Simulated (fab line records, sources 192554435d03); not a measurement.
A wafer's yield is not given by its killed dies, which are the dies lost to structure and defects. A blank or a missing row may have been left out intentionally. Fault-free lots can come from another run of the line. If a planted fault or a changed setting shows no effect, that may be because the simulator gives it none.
Commonality check across tools + flow n5Finfet + Sample size 8 lots and 22 wafers

WHAT PROMPTED THE OPENING
Flagged at N5_SD_EPI_N_INSPECT_26: reading rawDefectCount, on 2 of 8 lots. No-fault wafers: 208, standard deviation 40.
Rule: flag the lot when none of its wafers has a number, or when each of its wafers that has one lies beyond 4 standard deviations from that mean. The other lots count as sound.

| lot  | measured    | on               | rawDefectCount, wafer by wafer | flag    |
|------|-------------|------------------|--------------------------------|---------|
| L656 | day 3 05:09 | defectInspect-01 | 163 189 202                    |         |
| L660 | day 4 05:14 | defectInspect-01 | 221 210 218                    |         |
| L665 | day 5 11:16 | defectInspect-01 | 221 222 251                    |         |
| L667 | day 6 00:14 | defectInspect-01 | 184 227                        |         |
| L668 | day 6 07:24 | defectInspect-02 | 486 581 511                    | FLAGGED |
| L672 | day 7 04:17 | defectInspect-01 | 173 223 183                    |         |
| L673 | day 7 09:41 | defectInspect-01 | 568 528 502                    | FLAGGED |
| L679 | day 9 02:45 | defectInspect-01 | 128 213                        |         |
Average over the flagged lots: 529; offset from the usual +321, equal to +8 standard deviations.

WHICH TOOL EACH LOT WENT THROUGH
Before the reading, the record contains 3 process steps out of a 1938-step route. Each cell gives the tool, then ch followed by the chambers the sampled wafers passed through, then the start.
| lot  | flag    | N5_DUMMY_GATE_ETCH_42            | N5_SD_EPI_N_DESCUM_14            | N5_SD_EPI_N_SD_RECESS_17       |
|------|---------|----------------------------------|----------------------------------|--------------------------------|
| L656 |         | rieDiel-06 ch 0,1,2, day 2 23:46 | rieDiel-04 ch 0,1,3, day 3 01:11 | rieSi-04 ch 0,2,3, day 3 01:52 |
| L660 |         | rieDiel-05 ch 1,2,3, day 4 00:00 | rieDiel-02 ch 0,3, day 4 01:17   | rieSi-02 ch 0,1, day 4 01:58   |
| L665 |         | rieDiel-01 ch 0,1,2, day 5 05:34 | rieDiel-02 ch 0,1,3, day 5 07:14 | rieSi-04 ch 1,2,3, day 5 07:55 |
| L667 |         | rieDiel-01 ch 3, day 5 18:52     | rieDiel-03 ch 1,3, day 5 20:12   | rieSi-02 ch 0,2, day 5 20:53   |
| L668 | FLAGGED | rieDiel-05 ch 0,2,3, day 6 01:15 | rieDiel-04 ch 0,2,3, day 6 02:56 | rieSi-04 ch 1,2,3, day 6 03:38 |
| L672 |         | rieDiel-01 ch 1,2,3, day 6 22:34 | rieDiel-04 ch 0,1,3, day 6 23:58 | rieSi-03 ch 0,2,3, day 7 00:39 |
| L673 | FLAGGED | rieDiel-06 ch 0,2, day 7 04:30   | rieDiel-02 ch 0,2, day 7 05:43   | rieSi-04 ch 0,2, day 7 06:23   |
| L679 |         | rieDiel-06 ch 2, day 8 20:37     | rieDiel-03 ch 1,3, day 8 22:29   | rieSi-02 ch 2,3, day 8 23:10   |
What the steps here do:
- N5_DUMMY_GATE_ETCH_42: etches SiO2 in CHF3/O2, target depth 3.5 nm, time 31 s.
- N5_SD_EPI_N_DESCUM_14: chemistry O2, time 7.9 s.
- N5_SD_EPI_N_SD_RECESS_17: chemistry HBr/Cl2/O2, target depth 41 nm, time 23.7 s, bt time 3 s.
- N5_SD_EPI_N_INSPECT_26: inspects for defects (darkfield).

FLAGGED AGAINST TOTAL, ONE TOOL AT A TIME (gauges that did the reading follow at the end)
| step                     | tool             | lots run | flagged | share of the flagged lots | sound lots run after its first flagged lot |
|--------------------------|------------------|----------|---------|---------------------------|--------------------------------------------|
| N5_DUMMY_GATE_ETCH_42    | rieDiel-01       | 3        | 0       | none                      | -                                          |
| N5_DUMMY_GATE_ETCH_42    | rieDiel-05       | 2        | 1       | some                      | 0                                          |
| N5_DUMMY_GATE_ETCH_42    | rieDiel-06       | 3        | 1       | some                      | 1 (L679)                                   |
| N5_SD_EPI_N_DESCUM_14    | rieDiel-02       | 3        | 1       | some                      | 0                                          |
| N5_SD_EPI_N_DESCUM_14    | rieDiel-03       | 2        | 0       | none                      | -                                          |
| N5_SD_EPI_N_DESCUM_14    | rieDiel-04       | 3        | 1       | some                      | 1 (L672)                                   |
| N5_SD_EPI_N_SD_RECESS_17 | rieSi-02         | 3        | 0       | none                      | -                                          |
| N5_SD_EPI_N_SD_RECESS_17 | rieSi-03         | 1        | 0       | none                      | -                                          |
| N5_SD_EPI_N_SD_RECESS_17 | rieSi-04         | 4        | 2       | all                       | 0                                          |
| N5_SD_EPI_N_INSPECT_26   | defectInspect-01 | 7        | 1       | some                      | 1 (L679)                                   |
| N5_SD_EPI_N_INSPECT_26   | defectInspect-02 | 1        | 1       | some                      | 0                                          |

WHAT IS ALLOWED BY THE TABLE
All flagged lots share 1 row of the table, namely rieSi-04 at N5_SD_EPI_N_SD_RECESS_17.
- rieSi-04 at N5_SD_EPI_N_SD_RECESS_17 ran 4 lots, 2 of them flagged. A fault beginning between L665 (day 5 07:55), its last sound lot, and L668 (day 6 03:38), its first flagged one, fits the data.
rieSi-04 at N5_SD_EPI_N_SD_RECESS_17 is the single tool remaining.

WHAT HAD BEEN PUT IN BY THE SIMULATOR
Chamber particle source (rieSi-04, N5_SD_EPI_N_SD_RECESS_17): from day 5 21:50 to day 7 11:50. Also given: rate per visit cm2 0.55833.
Struck lots among those shown: L668, L673. The rule above found the same.
